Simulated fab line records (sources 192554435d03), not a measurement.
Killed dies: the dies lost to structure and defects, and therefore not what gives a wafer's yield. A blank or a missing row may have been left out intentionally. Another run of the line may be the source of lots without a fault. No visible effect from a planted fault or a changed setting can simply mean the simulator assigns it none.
fab line records    flow n5-finfet
record lots=3  wafers=9  last-day=17
route steps=1938 shown FIN_CUT@178 STI_FIN_REVEAL@183 DUMMY_GATE@212 BEOL_M4@1111 PASSIVATION@1936
lots that met no fault: from a run of the same line without faults
start-h: the number of hours between the record's first day and the start of the first shown wafer of the lot    wait-h: hours from the lot's prior step to this one    " same as the row above    L1.1+2: a row that stands for several wafers    - no value, or no start was given    * or withheld: withheld    < > ~ a bound
route shown NAME@n: a module of which the file shows steps, and the number in the route of the first    usual: mean/standard deviation taken from wafers without a fault    same: alike in all rows    chamber/n: place in a boat    sites: per-site readings    _std_site: standard deviation of those values    _edge_site: mean of outer sites minus mean of inner sites    radius-mm: how far each site lies from the wafer's centre    mask NAME#n: copy n    behind: tool/chamber where the wafer was last shaped    hold: cause of the lot's hold/its duration in hours/its outcome    device: transistor that didn't switch, given as n, p or np    end of line: tests run on the same wafers once the route is complete    for a step that has no rows: nothing shown but its recipe    killed: count of dies lost to structure and defects at first sort (not the wafer's yield)    map: per-die view of a wafer (x killed, . not killed, _ where there is no die)
set.NAME: the setting as run; set.NAME@STEP: as run at that earlier step    model.NAME: the simulator's own value behind a step, which no gauge read
lots at selected steps of the route; one table per step, one row per wafer
services: a tool's chamber out of use, with start hour (start-h, from the record's first day; less than 0 if before it), hours out, and reason
## steps
# step N5_FIN_CUT_STRIP_22
# recipe chemistry=N2/H2  power-w=500  temp-c=40  pressure-mtorr=50  rf-frequency-hz=6e+07  overash-fraction=0.3  bias-power-w=8  h2-frac=0.5  n2-flow-sccm=300  h2-flow-sccm=300
# step N5_FIN_CUT_PRECLEAN_36
# recipe chemistry=O3/DIW  time-s=60  temp-c=22  o3-ppm=10
# step N5_FIN_CUT_SRD_32
# recipe dry=ipa-marangoni  time-s=30  temp-c=23  rinse-liquid=diw
# step N5_FIN_CUT_UV_OZONE_34
# recipe time-s=120  pressure-torr=760  temp-c=25
# step N5_STI_FIN_REVEAL_ALD_00
# recipe material=SiO2  target-thk-a=10  temp-c=300  ald-precursor-family=BDEAS  ald-co-reactant=O2-plasma  pulse-time-s=1  pressure-torr=2
# step N5_STI_FIN_REVEAL_ALD_14
# recipe material=Si3N4  target-thk-a=30  temp-c=400  ald-precursor-family=SiH2I2  ald-co-reactant=N2/H2-plasma  pressure-torr=2
# step N5_STI_FIN_REVEAL_FCVD_FILL_01
# recipe material=SiO2_flowable  target-thk-a=3120  temp-c=100  pressure-torr=0.8  rf-w=2000  time-s=512.2
# step N5_STI_FIN_REVEAL_DENSIFY_02
# recipe temp-c=650  ambient=steam  time-s=1800  idle-temp-c=400  densification-p-h2o-torr=640
# step N5_STI_FIN_REVEAL_CMP_04
# recipe stop-on=Si3N4  t-overpolish-s=4  down-force-psi=2  platen-rpm=54.18  post-cmp-clean=alkaline-brush  pad-velocity-m-s=1.078  target-thk-nm=131.83
# step N5_STI_FIN_REVEAL_DENSIFY_30
# recipe temp-c=*  time-s=*  ambient=N2  idle-temp-c=600  ramp-up-c-per-s=150  ramp-down-c-per-s=60  cool-to-c=600
# step N5_STI_FIN_REVEAL_ETCHBACK_08
# recipe chemistry=C4F6/O2  target=SiO2  target-depth-a=305  time-s=10.167  ion-energy-ev=250  pressure-mtorr=30  source-w=345  bias-w=185  Ar_flow_sccm=300  C4F6_flow_sccm=10  O2_flow_sccm=10
# usual C4F6_flow_sccm=9.995/0.029  O2_flow_sccm=10.00/0.03  drypump-motor-current-A=5.8/0.42  oes-product-au=0.83/0.1  rf-vpp-V=666/17  showerhead-plenum-p-Torr=2.87/0.097  throttle-valve-pct=21.1/0.3
lot.wafer  tool         chamber  start-h  wait-h  C4F6_flow_sccm  O2_flow_sccm  drypump-motor-current-A  oes-product-au  rf-hours-counter-h  rf-vpp-V  showerhead-plenum-p-Torr  throttle-valve-pct
L956.1     rie-diel-06  3        51.90    0.2     9.977           10.00         5.8                      0.90            45                  668       3.01                      21.0
L956.4     "            1        "        "       9.966           10.00         6.1                      0.84            57                  663       2.77                      21.0
L956.5     "            3        "        "       9.992           10.05         5.8                      0.89            -                   668       3.01                      21.0
L974.1     rie-diel-06  3        159.26   0.2     9.958           10.01         5.8                      0.88            65                  667       3.00                      21.0
L974.2     "            1        "        "       9.943           10.00         6.1                      0.80            99                  663       2.75                      21.1
L974.3     "            2        "        "       9.965           10.01         5.1                      0.89            28                  666       2.90                      20.8
L976.2     rie-diel-02  0        172.30   0.2     9.986           10.09         6.4                      0.94            22                  659       2.81                      21.5
L976.5     "            2        "        "       10.018          10.02         5.6                      0.68            -                   668       2.80                      21.3
L976.6     "            3        "        "       10.001          9.93          4.9                      0.83            -                   658       2.89                      20.9
# step N5_STI_FIN_REVEAL_STRIP_24
# recipe chemistry=N2/H2  time-s=90  power-w=100  temp-c=40  pressure-mtorr=100  rf-frequency-hz=6e+07  bias-power-w=3  n2-flow-sccm=300  h2-flow-sccm=300
# step N5_STI_FIN_REVEAL_PRECLEAN_25
# recipe chemistry=SPM  time-s=90  temp-c=120  mix=4:1
# step N5_STI_FIN_REVEAL_PRECLEAN_26
# recipe chemistry=SC1  time-s=45  temp-c=46  mix=1:2:100
# step N5_STI_FIN_REVEAL_PRECLEAN_29
# recipe chemistry=DHF  time-s=30  temp-c=25  dilution=300:1
# step N5_STI_FIN_REVEAL_SRD_12
# recipe time-s=30  temp-c=23  rinse-liquid=diw  dry=ipa-marangoni
# step N5_STI_FIN_REVEAL_RECESS_09
# recipe chemistry=HF/NH3  target=SiO2  afs-cycles=11  target-depth-a=425  temp-c=30  sublimation-temp-c=180  sublimation-time-s=60
# step N5_STI_FIN_REVEAL_STRIP_16
# recipe chemistry=H3PO4  material=SiNx  temp-c=165  target-depth-a=238  overetch-fraction=0.4964  dry=ipa-marangoni
# step N5_STI_FIN_REVEAL_PRECLEAN_17
# recipe chemistry=NF3:NH3  afs-cycles=1  temp-c=30  time-s=20  sublimation-temp-c=180  sublimation-time-s=60  pressure-torr=3  rf-power-w=30
# step N5_STI_FIN_REVEAL_ETCH_34
# recipe chemistry=H2  mode=isotropic  material=Si  target=Si  target-depth-a=9.7  temp-c=20  pressure-mtorr=4.5  icp-w=300  bias-w=0  h2-flow-sccm=7.5  he-flow-sccm=142.5
# step N5_STI_FIN_REVEAL_OXIDATION_31
# recipe chemistry=O2_PLASMA_REMOTE  temp-c=150  time-s=20  pressure-mtorr=1000  source-power-w=2000  o2-flow-sccm=3000
# step N5_STI_FIN_REVEAL_PRECLEAN_32
# recipe chemistry=NF3:NH3  afs-cycles=1  temp-c=30  time-s=20  sublimation-temp-c=180  sublimation-time-s=60  pressure-torr=3  rf-power-w=30
# step N5_STI_FIN_REVEAL_STRIP_35
# recipe chemistry=H3PO4  material=Si3N4  temp-c=165  target-depth-a=40  time-s=39
# step N5_STI_FIN_REVEAL_SRD_21
# recipe dry=ipa-marangoni  time-s=30  temp-c=23  rinse-liquid=diw
# step N5_STI_FIN_REVEAL_OXIDATION_33
# recipe chemistry=O2_PLASMA_REMOTE  temp-c=150  time-s=20  pressure-mtorr=1000  source-power-w=2000  o2-flow-sccm=3000
# step N5_STI_FIN_REVEAL_CLEAN_19
# recipe chemistry=O3/DIW  temp-c=25  time-s=120  o3-ppm=10
# step N5_STI_FIN_REVEAL_SRD_23
# recipe dry=ipa-marangoni  time-s=30  temp-c=23  rinse-liquid=diw
# step N5_STI_FIN_REVEAL_PRECLEAN_18
# recipe chemistry=SC2  time-s=45  temp-c=35  mix=1:1:50
# step N5_STI_FIN_REVEAL_SRD_28
# recipe dry=ipa-marangoni  time-s=30  temp-c=23  rinse-liquid=diw
# step N5_STI_FIN_REVEAL_INSPECT_13
# recipe inspect-instrument=darkfield  mode=post-clean
# usual raw-defect-count=11/5.1
lot.wafer  tool               chamber  start-h  wait-h  raw-defect-count
L956.1     defect-inspect-02  -        54.95    0.0     8
L956.4     "                  -        "        "       16
L956.5     "                  -        "        "       18
L974.1     defect-inspect-02  -        162.30   0.0     19
L974.2     "                  -        "        "       601
L974.3     "                  -        "        "       5
L976.2     defect-inspect-01  -        175.41   0.0     11
L976.5     "                  -        "        "       5
L976.6     "                  -        "        "       7
# step N5_DUMMY_GATE_PRECLEAN_00
# recipe chemistry=O3/DIW  time-s=60  temp-c=22  o3-ppm=10
# step N5_BEOL_M4_RC_MEAS_101
# usual DIBL_N=36.3/1.6  DIBL_P=36.2/2  IOFF_N=0.160/0.028  IOFF_P=0.21/0.036  ION_N=677/11  ION_P=465/6.9  SS_N=71.5/0.55  SS_P=73.3/0.64  VT_N=250/3  VT_P=-250/3.5
lot.wafer  tool       chamber  start-h  wait-h  DIBL_N[mV/V]  DIBL_P[mV/V]  IOFF_N[nA/um]  IOFF_P[nA/um]  ION_N[uA/um]  ION_P[uA/um]  SS_N[mV/dec]  SS_P[mV/dec]  VT_N[mV]  VT_P[mV]
L956.1     prober-01  0        193.36   0.0     37.1          35.3          0.159          0.23           689           486           71.8          72.2          246       -245
L956.4     "          0        "        "       35.4          34.0          0.129          0.21           667           468           71.3          72.1          249       -247
L956.5     "          0        "        "       35.2          33.4          0.137          0.21           682           480           70.3          72.2          250       -247
L974.1     prober-02  0        300.11   0.0     33.7          34.0          0.133          0.18           688           476           71.1          72.9          251       -252
L974.2     "          0        "        "       36.8          37.3          0.173          0.23           677           471           71.3          73.4          249       -247
L974.3     "          0        "        "       34.6          34.5          0.139          0.19           677           473           70.7          72.7          251       -250
L976.2     prober-02  0        309.64   0.2     35.1          34.3          0.134          0.17           679           462           70.7          73.3          251       -255
L976.5     "          0        "        "       35.7          35.7          0.144          0.18           665           452           71.8          73.6          251       -252
L976.6     "          0        "        "       35.9          36.2          0.152          0.18           683           460           71.4          73.5          249       -254
# step N5_PASSIVATION_PROBE_49
# usual defect-limited-yield=91.2/1.5  killed_at_M0_to_M3=36/10  killed_at_M4_up=13/6  killed-at-contacts=11/5.2  killed-at-front-end=40/11  killed-at-other=3.1/2.9  killed-dies=104/17  killed-on-rim=14/3.6  killed-open=66/12  killed-short=34/7.7  sort_bin_5_function=5.1/0.91  sort_bin_6_memory=3.2/0.67  sort-n-pass=1076/17  sort-yield-pct=91.2/1.5
# same gross-dies=1180  killed-at-back-side=0  sort_bin_4_leakage[%]=0  sort_bin_8_speed[%]=0
lot.wafer  tool       chamber  start-h  wait-h  defect-limited-yield[%]  killed_at_M0_to_M3  killed_at_M4_up  killed-at-contacts  killed-at-front-end  killed-at-other  killed-dies  killed-on-rim  killed-open  killed-short  sort_bin_5_function[%]  sort_bin_6_memory[%]  sort-n-pass  sort-yield-pct[%]
L956.1     prober-02  -        299.46   0.0     93.6                     20                  15               17                  23                   1                76           12             42           32            4.5                     1.8                   1104         93.6
L956.4     prober-02  -        299.61   0.2     93.5                     35                  10               13                  15                   4                77           9              53           21            4.3                     2.0                   1103         93.5
L956.5     prober-02  -        299.66   0.2     92.4                     23                  27               12                  27                   1                90           12             56           26            5.2                     2.3                   1090         92.4
L974.1     prober-02  -        403.02   0.0     92.5                     22                  7                5                   52                   3                89           12             57           32            4.4                     2.6                   1091         92.5
L974.2     prober-02  -        403.07   0.1     85.8                     18                  15               2                   127                  5                167          26             60           30            9.2                     3.0                   1013         85.8
L974.3     prober-02  -        403.12   0.1     89.5                     41                  34               8                   40                   1                124          29             82           32            5.9                     3.6                   1056         89.5
L976.2     prober-01  -        417.85   0.1     91.7                     26                  16               8                   38                   10               98           13             55           36            4.3                     3.1                   1082         91.7
L976.5     prober-01  -        418.00   0.2     92.3                     27                  23               11                  27                   3                91           17             64           23            4.5                     2.9                   1089         92.3
L976.6     prober-01  -        418.05   0.3     92.8                     26                  17               8                   31                   3                85           11             50           30            4.1                     2.9                   1095         92.8
# killed by level:class
L956.1 MOL_CONTACT_COAG:geometric-particle:open=10 MOL_CONTACT_COAG:geometric-particle:short=7 ILD0:geometric-particle:short=5 BEOL_M5:geometric-particle:open=4 GATE_CUT:geometric-particle:short=4 BEOL_M0_SAQP:geometric-particle:open=4 BEOL_M3:geometric-particle:open=4 FIN_SAQP:geometric-particle:short=3
L956.4 BEOL_M0_SAQP:geometric-particle:open=11 MOL_CONTACT_COAG:geometric-particle:open=10 BEOL_M0_SAQP:geometric-particle:short=8 BEOL_M1:geometric-particle:open=7 BEOL_M4:geometric-particle:open=6 STI_FIN_REVEAL:geometric-particle:open=4 FIN_SAQP:geometric-particle:open=3 MOL_CONTACT_COAG:geometric-particle:short=3
L956.5 BEOL_M4:geometric-particle:open=14 MOL_CONTACT_COAG:geometric-particle:open=8 FIN_SAQP:geometric-particle:open=6 BEOL_M0_SAQP:geometric-particle:short=6 BEOL_M3:geometric-particle:open=6 MOL_CONTACT_COAG:geometric-particle:short=4 BEOL_M2:geometric-particle:open=4 STARTING-WAFER:geometric-particle:short=4
L974.1 FIN_SAQP:geometric-particle:open=17 FIN_SAQP:geometric-particle:short=10 STI_FIN_REVEAL:geometric-particle:open=7 BEOL_M3:geometric-particle:open=6 BEOL_M2:geometric-particle:open=5 MOL_CONTACT_COAG:geometric-particle:open=4 BEOL_M0_SAQP:geometric-particle:short=4 BEOL_M4:geometric-particle:open=4
L974.2 STI_FIN_REVEAL:unspecified=77 FIN_SAQP:geometric-particle:open=12 FIN_SAQP:geometric-particle:short=9 BEOL_M4:geometric-particle:open=9 GATE_CUT:geometric-particle:short=8 BEOL_M1:geometric-particle:open=5 BEOL_M2:geometric-particle:open=5 BEOL_M4:geometric-particle:short=5
L974.3 BEOL_M4:geometric-particle:open=17 BEOL_M3:geometric-particle:open=10 HKMG_FIN:area-etch=10 FIN_SAQP:geometric-particle:open=9 BEOL_M0_SAQP:geometric-particle:short=9 BEOL_M0_SAQP:geometric-particle:open=8 BEOL_M2:geometric-particle:open=6 MOL_CONTACT_COAG:geometric-particle:open=6
L976.2 FIN_SAQP:geometric-particle:open=7 FIN_SAQP:geometric-particle:short=7 STI_FIN_REVEAL:geometric-particle:open=6 BEOL_M4:geometric-particle:open=6 BEOL_M1:geometric-particle:open=6 MOL_CONTACT_COAG:geometric-particle:open=5 BEOL_M0_SAQP:geometric-particle:open=5 GATE_CUT:geometric-particle:short=4
L976.5 MOL_CONTACT_COAG:geometric-particle:open=11 BEOL_M4:geometric-particle:open=8 FIN_SAQP:geometric-particle:open=7 BEOL_M1:geometric-particle:open=7 BEOL_M2:geometric-particle:open=5 FIN_SAQP:geometric-particle:short=4 BEOL_M0_SAQP:geometric-particle:open=4 BEOL_M1:geometric-particle:short=4
L976.6 FIN_SAQP:geometric-particle:open=11 BEOL_M4:geometric-particle:open=11 BEOL_M0_SAQP:geometric-particle:open=7 BEOL_M0_SAQP:geometric-particle:short=7 FIN_SAQP:geometric-particle:short=6 BEOL_M1:geometric-particle:short=5 STI_FIN_REVEAL:geometric-particle:open=3 MOL_CONTACT_COAG:geometric-particle:short=3
# map L974.2 (x killed, . not)
_________________..........x.________________
______________x.........x......._____________
___________............x.x.........__________
__________x..........x.............._________
________...x.x...................x.x.._______
_______x....................x..........______
______........x...x.x.........x........._____
_____.......x............x...x...........____
____................x...........x......x..___
___.x.........x............................__
___.....xx..............................xxx__
__........x..........x.......x.....x..x..x.x_
__xx..................................xxxxxx_
_...................x.................x.xxxxx
_.............x.....................xx.xxxxxx
_.....................x..........x...xxxxxxxx
_...........x.......................xxxxxxxxx
_.........................x..........xxxxxxxx
_................x...x..............xxxxxxxxx
_.....x......x...x.....xx..........xx.xxxxxxx
_......x..........x........x.....x...x..xxxxx
__............x..x..x..................xxxxx_
__....x.....x.....................x........._
___xx...............x...........x..........__
___x......x......x..............x.........x__
____...........xx.........................___
_____.................x...............x..____
______..x..........x......x............._____
_______....x.........xxx.......x.......______
________.............x..xx............_______
__________.......x............x....._________
___________...x..x........x........__________
______________.......x.......x.._____________
_________________............________________
# map L956.5 (x killed, . not)
_________________...........x________________
______________..............x..._____________
___________.....xx...............x.__________
__________........x.......x.....x..._________
________.........x..................x._______
_______...x.x...x......................______
______..x.............x..x.........x...._____
_____....................x...............____
____x........x........x........xx.......x.___
___..x.........x...................x.......__
___...................x....................__
__.....x..................................x._
__...x....................x...............x._
_x.........x.....................x.x.........
_..x....................x.................x..
_......................................x.x...
_.............x..............................
_.......................x........x..x........
_x......x......x.............................
_.....x.x................x..........x........
_.................................x...xx.....
__...x......x.......x..................x.x.._
__.......x......................x...x......._
___..........xx......................x.....__
___..x...................x..x.............x__
____......................................___
_____.........x.......x.....x............____
______.........x.........x......x......._____
_______..............x....x....x.......______
________................x.........x.x._______
__________.............x......x....._________
___________......x.....x..x........__________
______________........x........._____________
_________________...........x________________
## services
tool         chamber  start-h  hours  kind
rie-diel-06  2        52.54    19.3   repair
rie-diel-06  2        72.52    -      clean
rie-diel-06  2        72.52    -      consumable-replace:focus-ring
rie-diel-06  2        72.52    13.8   scheduled-down
rie-diel-06  2        72.52    13.8   vent-cycle
rie-diel-02  0        77.36    -      clean
rie-diel-02  0        77.36    -      consumable-replace:focus-ring
rie-diel-02  0        77.36    29.5   scheduled-down
rie-diel-02  0        77.36    29.5   vent-cycle
rie-diel-02  -        84.41    2.8    pm
rie-diel-06  1        86.68    6.4    repair
rie-diel-06  3        86.70    63.1   repair
rie-diel-06  2        88.79    6.8    repair
rie-diel-06  -        92.52    4.2    repair
## key
first-sign step=N5_STI_FIN_REVEAL_INSPECT_13  reading=raw-defect-count  direction=up  sigmas=99+  usual=11  struck=601
effect step=N5_PASSIVATION_PROBE_49  reading=killed-at-front-end  direction=up  sigmas=7.9  usual=40  struck=127
more-kills-born-at N5_STI_FIN_REVEAL_ETCHBACK_08@rie-diel-06=77
met-at N5_STI_FIN_REVEAL_ETCHBACK_08
struck-wafers L974.2
baseline-loss step=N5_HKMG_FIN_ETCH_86  wafers=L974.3
onset-between 51.90 159.26
fault kind=chamber-particle-source  tool=rie-diel-06  chamber=1  onset-h=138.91  steps=N5_STI_FIN_REVEAL_ETCHBACK_08  rate-per-visit-cm2=0.87031  end-h=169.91
# baseline-loss: these wafers lose ten dies or more at that step, a loss of the line's own and not of a fault; the sort's usual values leave them out
